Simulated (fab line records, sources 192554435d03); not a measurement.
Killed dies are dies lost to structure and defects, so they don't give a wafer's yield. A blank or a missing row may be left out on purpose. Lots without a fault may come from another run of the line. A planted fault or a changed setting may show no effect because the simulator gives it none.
Chamber matching | flow n5_finfet | N5_BEOL_M6_ILD_DEP_00 on pecvd-04: 3 sister chambers
The step deposits SiCOH lowk from DEMS/porogen, target thk 179.75 nm, time 33.4 s. 3 wafers are shown with their chamber, then 9 later ones without.

WAFERS WITH THEIR CHAMBER
wafer  | chamber | throttle_valve_pct (%)
L091.6 | 2       | 13.3
L092.5 | 0       | 14.3
L092.6 | 1       | 14.6

WAFERS WITHOUT THEIR CHAMBER
wafer  | throttle_valve_pct (%)
L090.2 | 14.1
L090.3 | 14.5
L090.6 | 14.2
L093.1 | 14.0
L093.3 | 13.3
L093.6 | 14.1
L097.2 | 14.6
L097.3 | 14.6
L097.6 | 14.6

WHICH CHAMBER EACH WENT THROUGH
wafer  | from the rows above     | in truth
L090.2 | 0                       | 0
L090.3 | can't be placed: 1 or 0 | 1
L090.6 | 0                       | 0
L093.1 | 0                       | 0
L093.3 | 2                       | 2
L093.6 | 0                       | 0
L097.2 | 1                       | 1
L097.3 | 1                       | 1
L097.6 | 1                       | 1
Placed correctly: 8 of 9. Can't be placed from these rows: 1 (the true chamber is among the candidates in 1). Placed wrongly: 0.
How it was worked out, from the rows above alone: a wafer's distance from a chamber is the root of the sum, over the readings, of the square of ((its reading less the chamber's mean) divided by the reading's scatter). The wafer belongs to the nearest chamber; if the next one is less than 2 further off, it can't be placed. A chamber's mean is the mean of its shown wafers. The scatter: with one shown wafer a chamber, the root of the mean of the squares of how far each hidden wafer lies from its nearest shown one.
